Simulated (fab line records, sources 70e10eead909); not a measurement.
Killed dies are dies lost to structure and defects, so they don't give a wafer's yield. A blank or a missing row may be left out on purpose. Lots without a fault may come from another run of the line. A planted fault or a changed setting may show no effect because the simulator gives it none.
fab line records | flow nand_harc
record lots=24 wafers=72 last_day=24
route steps=1159 shown A_CONTACT@923 A_M0@1015
lots that met no fault: from a run of the same line without faults
start_h: hours from the record's first day to the start of the lot's first wafer shown | wait_h: hours since the lot's step before | " the same as in the row above | L1.1+2: a row that stands for several wafers | - no value, or no start given | * or withheld: withheld | < > ~ a bound
route shown NAME@n: a module of which the file shows steps, and the number in the route of the first | usual: mean/standard deviation of fault-free wafers | same: alike in all rows | chamber/n: place in a boat | sites: the reading at each site | _std_site: their standard deviation | _edge_site: outer sites' mean less inner sites' | radius_mm: how far each site lies from the wafer's centre | mask NAME#n: copy n | behind: the tool/chamber that last shaped the wafer | hold: why the lot was held/for how many hours/how that ended | device: the transistor (n, p or np) that didn't switch | end of line: the same wafers' tests at the end of the route | a step without rows: its recipe alone | killed: dies lost to structure and defects at the first sort, not the wafer's yield | map: a wafer's dies, x killed, . not, _ none there
set.NAME: the setting as run; set.NAME@STEP: as run at that earlier step | model.NAME: the simulator's own value behind a step, which no gauge read
steps of the route over a sample of lots; a table a step, a row a wafer
services: from which hour (start_h, from the record's first day; less than 0 if before it) a tool's chamber was out of use, for how many hours, and why
## steps
# step NHARC_A_CONTACT_DEP_84
# recipe target_thk_a=20000 temp_c=400 material=aC
# usual susceptor_temp_C=399.91/0.26 throttle_valve_pct=35.001/0.0097
# columns lot.wafer tool chamber start_h wait_h susceptor_temp_C throttle_valve_pct
L074.1 acl_dep-01 0 374.35 - 400.27 34.999
L074.2 " 0 " " 399.89 35.009
L074.5 " 0 " " 399.94 35.007
L077.3 acl_dep-03 0 388.31 - 399.79 35.014
L077.4 " 0 " " 399.52 35.005
L077.6 " 0 " " 399.13 34.997
L075.2 acl_dep-02 0 388.38 - - 35.004
L075.3 " 0 " " - 35.006
L075.5 " 0 " " - 35.000
L078.2 acl_dep-02 0 402.66 - 399.57 35.003
L078.3 " 0 " " 399.69 35.008
L078.5 " 0 " " 399.88 35.018
L076.2 acl_dep-02 0 407.61 - - 35.009
L076.4 " 0 " " - 35.003
L076.5 " 0 " " - 34.999
L079.2 acl_dep-02 0 420.27 - 399.60 34.998
L079.3 " 0 " " 399.78 35.002
L079.6 " 0 " " 399.88 35.013
L080.2 acl_dep-01 0 421.97 - 399.98 35.016
L080.4 " 0 " " 399.88 34.995
L080.6 " 0 " " 399.84 34.997
L081.1 acl_dep-03 0 425.33 - 399.57 34.995
L081.2 " 0 " " 399.91 34.995
L081.4 " 0 " " 399.69 35.005
L082.1 acl_dep-01 0 433.58 - 399.70 35.013
L082.3 " 0 " " 400.01 34.991
L082.5 " 0 " " 399.81 35.004
L083.1 acl_dep-02 0 433.83 - 400.01 34.991
L083.3 " 0 " " 400.16 35.004
L083.5 " 0 " " 400.40 34.993
L084.1 acl_dep-03 0 437.67 - 400.42 34.996
L084.2 " 0 " " 400.06 35.006
L084.6 " 0 " " 400.14 34.988
L085.1 acl_dep-03 0 445.09 - - 35.003
L085.4 " 0 " " - 34.990
L085.5 " 0 " " - 34.996
L087.2 acl_dep-03 0 450.86 - 400.35 35.011
L087.4 " 0 " " 399.90 34.986
L087.5 " 0 " " 400.04 34.995
L086.1 acl_dep-03 0 455.78 - 399.90 35.010
L086.4 " 0 " " 399.99 34.997
L086.6 " 0 " " 399.79 35.019
L090.1 acl_dep-03 0 470.82 - 399.97 35.003
L090.3 " 0 " " 400.26 35.017
L090.6 " 0 " " 400.18 34.996
L088.2 acl_dep-03 0 474.58 - 400.02 35.009
L088.3 " 0 " " 399.83 35.001
L088.6 " 0 " " 400.14 35.005
L093.1 acl_dep-02 0 475.61 - 399.87 35.010
L093.2 " 0 " " 399.81 34.989
L093.6 " 0 " " 400.22 34.997
L089.1 acl_dep-02 0 478.94 - 400.25 34.997
L089.2 " 0 " " 400.00 34.997
L089.5 " 0 " " 399.68 35.011
L091.1 acl_dep-02 0 483.83 - - 34.982
L091.4 " 0 " " - 35.019
L091.6 " 0 " " - 35.000
L092.1 acl_dep-01 0 489.30 - 399.93 35.002
L092.3 " 0 " " 399.48 34.996
L092.4 " 0 " " 399.78 35.020
L094.1 acl_dep-02 0 505.03 - 399.63 34.979
L094.4 " 0 " " 399.74 34.995
L094.6 " 0 " " 399.29 34.991
L096.2 acl_dep-03 0 506.07 - - 34.995
L096.4 " 0 " " - 34.991
L096.5 " 0 " " - 35.004
L097.2 acl_dep-03 0 507.30 - 400.15 35.001
L097.4 " 0 " " 399.96 34.990
L097.6 " 0 " " 399.72 34.995
L095.1 acl_dep-01 0 517.97 - 400.44 35.007
L095.3 " 0 " " 400.05 34.992
L095.6 " 0 " " 399.67 34.994
# step NHARC_A_CONTACT_INSPECT_10
# usual raw_defect_count=29/15
# columns lot.wafer tool chamber start_h wait_h raw_defect_count
L074.1 defect_inspect-01 - 376.46 0.0 17
L074.2 " - " " 19
L074.5 " - " " 19
L077.3 defect_inspect-02 - 389.89 0.0 7
L077.4 " - " " 6
L077.6 " - " " 7
L075.2 defect_inspect-02 - 390.29 0.0 32
L075.3 " - " " 40
L075.5 " - " " 34
L078.2 defect_inspect-02 - 404.65 0.0 49
L078.3 " - " " 35
L078.5 " - " " 51
L076.2 defect_inspect-01 - 409.63 0.0 28
L076.4 " - " " 21
L076.5 " - " " 11
L079.2 defect_inspect-02 - 422.34 0.0 19
L079.3 " - " " 21
L079.6 " - " " 28
L080.2 defect_inspect-02 - 423.77 0.0 35
L080.4 " - " " 25
L080.6 " - " " 28
L081.1 defect_inspect-01 - 427.53 0.0 6
L081.2 " - " " 5
L081.4 " - " " 7
L082.1 defect_inspect-02 - 435.71 0.0 22
L082.3 " - " " 21
L082.5 " - " " 24
L083.1 defect_inspect-01 - 436.03 0.0 39
L083.3 " - " " 25
L083.5 " - " " 22
L084.1 defect_inspect-02 - 439.81 0.0 30
L084.2 " - " " 29
L084.6 " - " " 30
L085.1 defect_inspect-02 - 447.21 0.0 15
L085.4 " - " " 12
L085.5 " - " " 15
L087.2 defect_inspect-01 - 452.79 0.0 26
L087.4 " - " " 24
L087.5 " - " " 31
L086.1 defect_inspect-02 - 457.92 0.0 33
L086.4 " - " " 28
L086.6 " - " " 27
L090.1 defect_inspect-02 - 472.97 0.0 8
L090.3 " - " " 11
L090.6 " - " " 19
L088.2 defect_inspect-02 - 476.94 0.0 59
L088.3 " - " " 55
L088.6 " - " " 52
L093.1 defect_inspect-02 - 477.77 0.0 10
L093.2 " - " " 15
L093.6 " - " " 15
L089.1 defect_inspect-02 - 480.94 0.0 32
L089.2 " - " " 35
L089.5 " - " " 32
L091.1 defect_inspect-02 - 485.83 0.1 46
L091.4 " - " " 49
L091.6 " - " " 54
L092.1 defect_inspect-02 - 491.28 0.0 69
L092.3 " - " " 58
L092.4 " - " " 36
L094.1 defect_inspect-02 - 507.22 0.0 24
L094.4 " - " " 35
L094.6 " - " " 26
L096.2 defect_inspect-02 - 507.84 0.0 30
L096.4 " - " " 43
L096.5 " - " " 36
L097.2 defect_inspect-02 - 509.10 0.0 43
L097.4 " - " " 38
L097.6 " - " " 53
L095.1 defect_inspect-02 - 519.99 0.0 19
L095.3 " - " " 12
L095.6 " - " " 18
# step NHARC_A_CONTACT_ETCH_88
# recipe target_depth_a=390 over_etch_frac=0.3 time_s=65 ion_energy_ev=80 cf4_flow_sccm=150 ar_flow_sccm=0 rf_w=300 bias_w=100 chemistry=CF4
# usual drypump_motor_current_A=5.9/0.41 oes_product_au=1.002/0.013 rf_vpp_V=151.1/1.4 showerhead_plenum_p_Torr=1.76/0.087 throttle_valve_pct=13.285/0.0087
# columns lot.wafer tool chamber start_h wait_h drypump_motor_current_A oes_product_au rf_hours_counter_h rf_vpp_V showerhead_plenum_p_Torr throttle_valve_pct
L074.1 rie_diel-03 2 376.61 0.1 5.5 0.996 32 150.5 1.85 13.308
L074.2 " 0 " " 5.9 1.001 29 151.7 1.75 13.285
L074.5 " 2 " " 5.5 0.994 - 151.9 1.85 13.270
L077.4 rie_diel-03 2 390.04 0.1 5.5 1.006 36 152.7 1.85 13.290
L077.3 " 3 " " 6.7 0.991 35 150.7 1.72 13.283
L077.6 " 1 " " 6.0 1.006 - 148.2 1.66 13.268
L075.2 rie_diel-12 2 390.49 0.1 5.3 1.011 1 150.1 1.67 13.296
L075.3 " 3 " " 5.5 1.000 1 151.1 1.81 13.292
L075.5 " 2 " " 5.3 1.007 - 149.1 1.67 13.269
L078.3 rie_diel-11 0 404.80 0.1 5.8 0.978 11 151.1 1.68 13.267
L078.2 " 1 " " 5.7 1.021 9 152.6 1.87 13.285
L078.5 " 3 " " 6.7 1.005 - 149.2 1.66 13.289
L076.2 rie_diel-12 3 409.78 0.1 5.5 1.000 9 152.7 1.81 13.283
L076.5 " 2 " " 5.4 1.008 - 149.6 1.67 13.280
L076.4 " 3 " " 5.5 0.994 - 152.1 1.81 13.282
L079.2 rie_diel-12 2 422.49 0.1 5.3 1.020 13 149.5 1.67 13.284
L079.3 " 1 " " 6.0 0.995 11 152.9 1.89 13.286
L079.6 " 3 " " 5.5 0.996 - 153.1 1.81 13.293
L080.2 rie_diel-03 1 423.91 0.1 6.0 1.007 4 149.7 1.66 13.270
L080.4 " 3 " " 6.7 0.999 4 149.4 1.72 13.292
L080.6 " 2 " " 5.5 0.998 - 152.4 1.85 13.281
L081.1 rie_diel-03 2 427.68 0.1 5.5 0.987 5 152.0 1.85 13.286
L081.4 " 0 " " 5.9 1.007 6 152.3 1.75 13.285
L081.2 " 1 " " 6.0 0.995 6 149.8 1.66 13.295
L082.3 rie_diel-03 2 435.85 0.1 5.5 0.984 6 151.5 1.85 13.283
L082.1 " 0 " " 5.9 0.993 8 149.8 1.75 13.291
L082.5 " 2 " " 5.5 1.005 - 151.5 1.85 13.287
L083.3 rie_diel-12 3 436.18 0.1 5.5 0.994 17 153.1 1.81 13.290
L083.1 " 1 " " 5.9 0.980 15 152.6 1.89 13.277
L083.5 " 3 " " 5.5 0.996 - 152.1 1.81 13.293
L084.2 rie_diel-12 2 439.96 0.1 5.3 1.018 18 151.1 1.67 13.273
L084.1 " 3 " " 5.5 1.000 18 151.8 1.81 13.296
L084.6 " 2 " " 5.3 1.013 - 150.7 1.67 13.270
L085.1 rie_diel-03 0 447.37 0.1 5.9 1.003 10 151.5 1.75 13.290
L085.4 " 1 " " 6.0 1.006 10 149.3 1.66 13.306
L085.5 " 2 " " 5.5 1.003 - 152.3 1.85 13.296
L087.2 rie_diel-11 1 452.94 0.1 5.7 1.031 26 153.5 1.87 13.274
L087.4 " 3 " " 6.7 1.025 27 149.8 1.65 13.295
L087.5 " 2 " " 6.1 1.003 - 150.7 1.88 13.286
L086.1 rie_diel-03 3 458.08 0.1 6.7 0.993 9 150.3 1.71 13.282
L086.4 " 0 " " 5.9 0.997 11 152.2 1.75 13.281
L086.6 " 1 " " 6.0 1.002 - 149.5 1.66 13.278
L090.3 rie_diel-11 0 473.13 0.1 5.8 0.973 35 149.0 1.67 13.276
L090.1 " 1 " " 5.7 1.026 34 152.3 1.86 13.285
L090.6 " 3 " " 6.6 1.015 - 149.4 1.65 13.300
L088.2 rie_diel-12 1 477.14 0.1 5.9 1.001 29 153.5 1.88 13.287
L088.3 " 2 " " 5.3 1.012 33 149.4 1.66 13.277
L088.6 " 1 " " 5.9 0.992 - 155.1 1.88 13.295
L093.1 rie_diel-03 2 477.92 0.1 5.5 1.012 13 151.8 1.85 13.282
L093.2 " 0 " " 5.9 1.007 16 151.4 1.75 13.296
L093.6 " 2 " " 5.5 1.003 - 151.9 1.85 13.290
L089.2 rie_diel-03 3 481.09 0.1 6.7 0.997 14 151.0 1.71 13.279
L089.1 " 0 " " 5.9 1.010 16 151.2 1.75 13.286
L089.5 " 3 " " 6.7 0.997 - 151.2 1.71 13.274
L091.4 rie_diel-03 3 485.98 0.1 6.7 1.006 14 150.4 1.71 13.281
L091.1 " 1 " " 6.0 1.008 17 150.1 1.65 13.282
L091.6 " 3 " " 6.6 0.999 - 150.7 1.71 13.271
L092.3 rie_diel-03 0 491.45 0.1 5.9 1.010 17 151.5 1.75 13.287
L092.1 " 1 " " 6.0 1.020 18 149.3 1.65 13.302
L092.4 " 2 " " 5.5 0.999 - 152.2 1.85 13.276
L094.1 rie_diel-11 0 507.39 0.1 5.8 0.985 45 150.3 1.67 13.283
L094.6 " 0 " " 5.8 0.995 - 149.6 1.67 13.300
L094.4 " 1 " " 5.7 1.041 - 153.5 1.86 13.291
L096.2 rie_diel-12 0 507.98 0.1 6.1 1.007 38 153.4 1.82 13.283
L096.4 " 2 " " 5.3 0.993 40 150.6 1.66 13.272
L096.5 " 0 " " 6.1 1.007 - 152.0 1.82 13.283
L097.2 rie_diel-12 2 509.25 0.1 5.3 1.007 41 149.2 1.66 13.277
L097.4 " 3 " " 5.5 1.012 39 151.3 1.80 13.285
L097.6 " 2 " " 5.3 1.003 - 149.7 1.66 13.277
L095.1 rie_diel-11 1 520.15 0.1 5.7 1.049 47 152.7 1.86 13.289
L095.3 " 2 " " 6.1 1.008 44 154.2 1.88 13.280
L095.6 " 1 " " 5.7 1.044 - 152.9 1.86 13.291
# step NHARC_A_M0_PVD_20
# recipe target_thk_a=50 bias_v=168.6 power_w=15000 chamber_pressure_pa=0.12 time_s=8.06 substrate_temp_c=50 material=TaN
# usual throttle_valve_pct=30.1/1.2
# columns lot.wafer tool chamber start_h wait_h throttle_valve_pct
L074.1 pvd_sputter-01 - - - 28.8
L074.2 " - " " 30.0
L074.5 " - " " 31.0
L077.3 pvd_sputter-03 - - - 27.0
L077.4 " - " " 30.0
L077.6 " - " " 27.4
L075.3 pvd_sputter-01 - - - 30.1
L075.2 " - " " 31.3
L075.5 " - " " 30.8
L078.2 pvd_sputter-02 - - - 29.8
L078.3 " - " " 28.7
L078.5 " - " " 32.1
L076.4 pvd_sputter-01 - - - 29.0
L076.2 " - " " 30.0
L076.5 " - " " 30.4
L079.3 pvd_sputter-02 - - - 32.1
L079.2 " - " " 29.8
L079.6 " - " " 31.8
L080.4 pvd_sputter-03 - - - 30.1
L080.2 " - " " 29.9
L080.6 " - " " 27.4
L081.4 pvd_sputter-03 - - - 29.9
L081.2 " - " " 30.4
L081.1 " - " " 30.0
L082.3 pvd_sputter-02 - - - 31.4
L082.1 " - " " 28.9
L082.5 " - " " 29.7
L083.1 pvd_sputter-01 - - - 28.7
L083.3 " - " " 30.1
L083.5 " - " " 30.5
L084.1 pvd_sputter-01 - - - 29.0
L084.2 " - " " 31.1
L084.6 " - " " 29.1
L085.4 pvd_sputter-02 - - - 31.4
L085.1 " - " " 29.8
L085.5 " - " " 31.6
L087.2 pvd_sputter-02 - - - 31.1
L087.4 " - " " 28.4
L087.5 " - " " 31.2
L086.4 pvd_sputter-02 - - - 29.9
L086.1 " - " " 31.2
L086.6 " - " " 29.7
L090.1 pvd_sputter-03 - - - 29.9
L090.3 " - " " 28.8
L090.6 " - " " 30.2
L088.2 pvd_sputter-01 - - - 29.0
L088.3 " - " " 31.2
L088.6 " - " " 28.7
L093.1 pvd_sputter-01 - - - 30.6
L093.2 " - " " 29.9
L093.6 " - " " 30.5
L089.2 pvd_sputter-02 - - - 31.8
L089.1 " - " " 29.6
L089.5 " - " " 32.1
L091.4 pvd_sputter-02 - - - 31.4
L091.1 " - " " 32.1
L091.6 " - " " 28.5
L092.3 pvd_sputter-02 - - - 29.9
L092.4 " - " " 32.0
L092.1 " - " " 31.2
L094.4 pvd_sputter-02 - - - 31.4
L094.1 " - " " 28.9
L094.6 " - " " 29.7
L096.4 pvd_sputter-03 - - - 28.6
L096.2 " - " " 29.7
L096.5 " - " " 29.8
L097.2 pvd_sputter-03 - - - 28.7
L097.4 " - " " 29.4
L097.6 " - " " 29.5
L095.3 pvd_sputter-03 - - - 29.9
L095.1 " - " " 29.6
L095.6 " - " " 30.4
# step NHARC_A_M0_ANNEAL_30
# recipe temp_c=225 time_s=90
# usual wafer_temp_C_max=226.0/0.32
# columns lot.wafer tool chamber start_h wait_h wafer_temp_C_max
L074.1 rtp_anneal-01 0 407.15 - 226.4
L074.2 " 0 " " 225.9
L074.5 " 0 " " 226.1
L077.3 rtp_anneal-01 0 417.70 - 226.4
L077.4 " 0 " " 226.5
L077.6 " 0 " " 226.3
L075.2 rtp_anneal-02 0 417.89 - 225.8
L075.3 " 0 " " 225.8
L075.5 " 0 " " 225.6
L078.2 rtp_anneal-02 0 421.36 0.5 226.0
L078.3 " 0 " " 226.0
L078.5 " 0 " " 225.8
L076.2 rtp_anneal-02 0 422.29 0.3 225.5
L076.4 " 0 " " 225.5
L076.5 " 0 " " 225.5
L079.2 rtp_anneal-02 0 443.71 - 225.9
L079.3 " 0 " " 226.2
L079.6 " 0 " " 225.9
L080.2 rtp_anneal-02 0 444.63 - 226.1
L080.4 " 0 " " 225.7
L080.6 " 0 " " 225.7
L081.1 rtp_anneal-01 0 448.15 - 226.5
L081.2 " 0 " " 226.5
L081.4 " 0 " " 226.5
L082.1 rtp_anneal-02 0 450.14 0.4 225.6
L082.3 " 0 " " 225.6
L082.5 " 0 " " 225.7
L083.1 rtp_anneal-01 0 450.39 0.3 226.2
L083.3 " 0 " " 225.8
L083.5 " 0 " " 226.2
L084.1 rtp_anneal-02 0 453.39 0.3 225.8
L084.2 " 0 " " 225.6
L084.6 " 0 " " 225.6
L085.1 rtp_anneal-01 0 467.61 - 225.9
L085.4 " 0 " " 226.3
L085.5 " 0 " " 226.1
L087.2 rtp_anneal-02 0 468.84 - 225.6
L087.4 " 0 " " 225.8
L087.5 " 0 " " 226.0
L086.1 rtp_anneal-02 0 472.06 - 226.1
L086.4 " 0 " " 226.3
L086.6 " 0 " " 225.9
L090.1 rtp_anneal-01 0 488.69 0.3 226.7
L090.3 " 0 " " 226.1
L090.6 " 0 " " 226.1
L088.2 rtp_anneal-01 0 498.94 - 226.0
L088.3 " 0 " " 226.0
L088.6 " 0 " " 226.2
L093.1 rtp_anneal-01 0 499.55 - 226.1
L093.2 " 0 " " 226.2
L093.6 " 0 " " 226.1
L089.1 rtp_anneal-01 0 505.58 - 226.0
L089.2 " 0 " " 226.1
L089.5 " 0 " " 226.5
L091.1 rtp_anneal-02 0 509.90 - 225.6
L091.4 " 0 " " 225.5
L091.6 " 0 " " 225.5
L092.1 rtp_anneal-01 0 511.85 - 226.3
L092.3 " 0 " " 225.8
L092.4 " 0 " " 226.0
L094.1 rtp_anneal-01 0 519.82 - 226.0
L094.4 " 0 " " 226.3
L094.6 " 0 " " 226.4
L096.2 rtp_anneal-01 0 520.50 - 225.9
L096.4 " 0 " " 226.0
L096.5 " 0 " " 226.7
L097.2 rtp_anneal-02 0 522.68 0.3 225.4
L097.4 " 0 " " 225.7
L097.6 " 0 " " 225.5
L095.1 rtp_anneal-02 0 534.41 0.3 225.7
L095.3 " 0 " " 225.6
L095.6 " 0 " " 225.8
# step NHARC_A_M0_INSPECT_27
# usual raw_defect_count=442/130
# columns lot.wafer tool chamber start_h wait_h raw_defect_count
L074.1 defect_inspect-02 - 407.97 0.0 372
L074.2 " - " " 560
L074.5 " - " " 487
L077.3 defect_inspect-02 - 418.45 0.0 300
L077.4 " - " " 291
L077.6 " - " " 422
L075.2 defect_inspect-01 - 418.66 0.0 576
L075.3 " - " " 359
L075.5 " - " " 424
L078.2 defect_inspect-01 - 422.15 0.0 601
L078.3 " - " " 525
L078.5 " - " " 589
L076.2 defect_inspect-02 - 423.06 0.0 330
L076.4 " - " " 441
L076.5 " - " " 257
L079.2 defect_inspect-01 - 444.48 0.0 271
L079.3 " - " " 395
L079.6 " - " " 278
L080.2 defect_inspect-02 - 445.40 0.0 957
L080.4 " - " " 652
L080.6 " - " " 590
L081.1 defect_inspect-01 - 448.97 0.0 348
L081.2 " - " " 463
L081.4 " - " " 310
L082.1 defect_inspect-02 - 450.96 0.0 468
L082.3 " - " " 389
L082.5 " - " " 404
L083.1 defect_inspect-01 - 451.22 0.0 321
L083.3 " - " " 343
L083.5 " - " " 416
L084.1 defect_inspect-02 - 454.22 0.0 553
L084.2 " - " " 544
L084.6 " - " " 418
L085.1 defect_inspect-02 - 468.43 0.0 396
L085.4 " - " " 456
L085.5 " - " " 510
L087.2 defect_inspect-02 - 469.61 0.0 495
L087.4 " - " " 501
L087.5 " - " " 464
L086.1 defect_inspect-02 - 472.87 0.0 557
L086.4 " - " " 576
L086.6 " - " " 350
L090.1 defect_inspect-02 - 489.54 0.0 392
L090.3 " - " " 452
L090.6 " - " " 693
L088.2 defect_inspect-02 - 499.71 0.0 320
L088.3 " - " " 455
L088.6 " - " " 340
L093.1 defect_inspect-02 - 500.36 0.0 389
L093.2 " - " " 443
L093.6 " - " " 263
L089.1 defect_inspect-02 - 506.40 0.0 358
L089.2 " - " " 286
L089.5 " - " " 377
L091.1 defect_inspect-02 - 510.72 0.0 320
L091.4 " - " " 372
L091.6 " - " " 406
L092.1 defect_inspect-02 - 512.66 0.0 816
L092.3 " - " " 496
L092.4 " - " " 395
L094.1 defect_inspect-02 - 520.64 0.0 464
L094.4 " - " " 460
L094.6 " - " " 506
L096.2 defect_inspect-02 - 521.27 0.0 394
L096.4 " - " " 402
L096.5 " - " " 361
L097.2 defect_inspect-02 - 523.45 0.0 491
L097.4 " - " " 557
L097.6 " - " " 356
L095.1 defect_inspect-01 - 535.54 0.0 431
L095.3 " - " " 470
L095.6 " - " " 644
## services
# columns tool chamber start_h hours kind
rie_diel-11 - 366.55 9.0 pm
pvd_sputter-02 - 370.20 12.2 repair
rie_diel-03 0 371.53 - clean
rie_diel-03 1 371.53 - clean
rie_diel-03 2 371.53 - clean
rie_diel-12 - 379.53 9.0 pm
rie_diel-11 1 383.84 2.7 repair
pvd_sputter-03 - 387.14 4.8 repair
pvd_sputter-02 - 392.00 10.0 pm
rie_diel-03 - 392.30 9.0 pm
acl_dep-03 - 406.05 13.0 pm
rie_diel-12 0 411.76 5.7 repair
pvd_sputter-02 - 428.71 2.8 repair
pvd_sputter-03 - 458.08 10.0 pm
rie_diel-11 2 465.19 1.2 repair
acl_dep-01 - 476.30 13.0 pm
rie_diel-03 3 487.54 6.7 repair
pvd_sputter-01 - 506.66 4.6 repair
rie_diel-11 2 507.23 4.9 repair
rie_diel-12 3 510.43 4.7 repair
pvd_sputter-01 - 514.02 10.0 pm
rie_diel-03 3 517.52 6.5 repair
pvd_sputter-02 - 529.72 0.5 repair
acl_dep-02 - 531.07 13.0 pm
## key
fault none
